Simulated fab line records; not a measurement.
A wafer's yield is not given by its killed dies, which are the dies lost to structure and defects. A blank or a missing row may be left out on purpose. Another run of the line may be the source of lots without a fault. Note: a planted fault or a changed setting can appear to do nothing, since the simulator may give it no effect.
Split-lot trial | flow n5Finfet | on a route of 1938 steps: 7 lots, 39 wafers read

ON THE SPLIT
At N5_FIN_SAQP_ETCH_65 (etches SiO2 in CF4, target depth 4 nm, time 4.4 s), the setting timeS was moved away from the recipe's 4.4 s on 12 of the 39 wafers read, by -58.2% to +57.9%. The other wafers ran this setting at the recipe's value.

Reading taken at the split's own step.

THE READING
etch.depthNm (the simulator's own value, which no gauge read), in nm, at N5_FIN_SAQP_ETCH_65 (etches SiO2 in CF4, target depth 4 nm, time 4.4 s). The file does not state a usual value for it. The 27 wafers here that ran the recipe average 4.019 nm, standard deviation 0.061 nm.

wafer  | tool, chamber at the split | timeS as run, s | against the recipe | etch.depthNm, nm | against lot-mates on the recipe
L079.1 | rieSi-05, 1                | 4.4             | recipe             | 3.948            | -
L079.2 | rieSi-05, 3                | 4.4             | recipe             | 4.039            | -
L079.3 | rieSi-05, 2                | 4.4             | recipe             | 3.973            | -
L079.4 | rieSi-05, 0                | 1.837           | -58.2%             | 1.713            | -2.274
L079.5 | rieSi-05, 1                | 1.837           | -58.2%             | 1.658            | -2.329
L079.6 | rieSi-05, 2                | 1.837           | -58.2%             | 1.655            | -2.332
L084.2 | rieSi-06, 0                | 4.4             | recipe             | 3.876            | -
L084.4 | rieSi-06, 2                | 4.4             | recipe             | 4.081            | -
L084.5 | rieSi-06, 1                | 4.4             | recipe             | 3.957            | -
L087.1 | rieSi-05, 1                | 4.4             | recipe             | 4.021            | -
L087.2 | rieSi-05, 0                | 6.252           | +42.1%             | 5.792            | +1.757
L087.3 | rieSi-05, 2                | 4.4             | recipe             | 3.987            | -
L087.4 | rieSi-05, 3                | 4.4             | recipe             | 4.098            | -
L087.5 | rieSi-05, 0                | 6.252           | +42.1%             | 5.795            | +1.760
L087.6 | rieSi-05, 1                | 6.252           | +42.1%             | 5.711            | +1.676
L090.1 | rieSi-05, 3                | 4.4             | recipe             | 4.109            | -
L090.2 | rieSi-05, 2                | 4.4             | recipe             | 3.99             | -
L090.3 | rieSi-05, 0                | 4.4             | recipe             | 4.107            | -
L090.4 | rieSi-05, 1                | 4.4             | recipe             | 3.994            | -
L090.5 | rieSi-05, 0                | 4.4             | recipe             | 4.114            | -
L090.6 | rieSi-05, 1                | 4.4             | recipe             | 4.018            | -
L092.1 | rieSi-05, 1                | 4.4             | recipe             | 4.013            | -
L092.2 | rieSi-05, 2                | 4.4             | recipe             | 4.015            | -
L092.3 | rieSi-05, 3                | 4.4             | recipe             | 4.083            | -
L092.4 | rieSi-05, 0                | 4.4             | recipe             | 4.134            | -
L092.5 | rieSi-05, 2                | 4.4             | recipe             | 4.018            | -
L092.6 | rieSi-05, 1                | 4.4             | recipe             | 4.022            | -
L094.1 | rieSi-02, 1                | 6.947           | +57.9%             | 6.245            | +2.251
L094.2 | rieSi-02, 2                | 4.4             | recipe             | 3.963            | -
L094.3 | rieSi-02, 3                | 6.947           | +57.9%             | 6.235            | +2.241
L094.4 | rieSi-02, 0                | 4.4             | recipe             | 4.053            | -
L094.5 | rieSi-02, 1                | 6.947           | +57.9%             | 6.23             | +2.236
L094.6 | rieSi-02, 2                | 4.4             | recipe             | 3.966            | -
L096.1 | rieSi-02, 1                | 4.4             | recipe             | 3.964            | -
L096.2 | rieSi-02, 3                | 4.4             | recipe             | 3.985            | -
L096.3 | rieSi-02, 2                | 2.175           | -50.6%             | 1.957            | -2.019
L096.4 | rieSi-02, 0                | 2.175           | -50.6%             | 2.002            | -1.974
L096.5 | rieSi-02, 2                | 4.4             | recipe             | 3.979            | -
L096.6 | rieSi-02, 1                | 2.175           | -50.6%             | 1.949            | -2.027

THE FIT
A straight line over all 39 wafers: etch.depthNm changes by +0.0399 nm for each +1% of timeS; r = +1.00; the points scatter about the line by 0.064 nm.
The same after taking each lot's own level away (the mean of its wafers on the recipe; 39 wafers): +0.0396 nm for each +1%; r = +1.00; scatter 0.051 nm.
The reading moves by 2.3 nm for the largest change in timeS, on that fit.
The span of the lots' own levels, 3.9713 to 4.0553 nm, comes to 1.4 times the standard deviation stated above.
So the lot-to-lot level changes the slope little: the two slopes agree.
Check: -2.31 nm against its lot-mates is what the line predicts for one of the wafers moved furthest among these (-58.2%) when that wafer is left out of the fit. It came out at -2.27 nm against them.

FILE'S OWN FIT
etch.depthNm changes by +0.0396 nm for each +1% of timeS, r = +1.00.
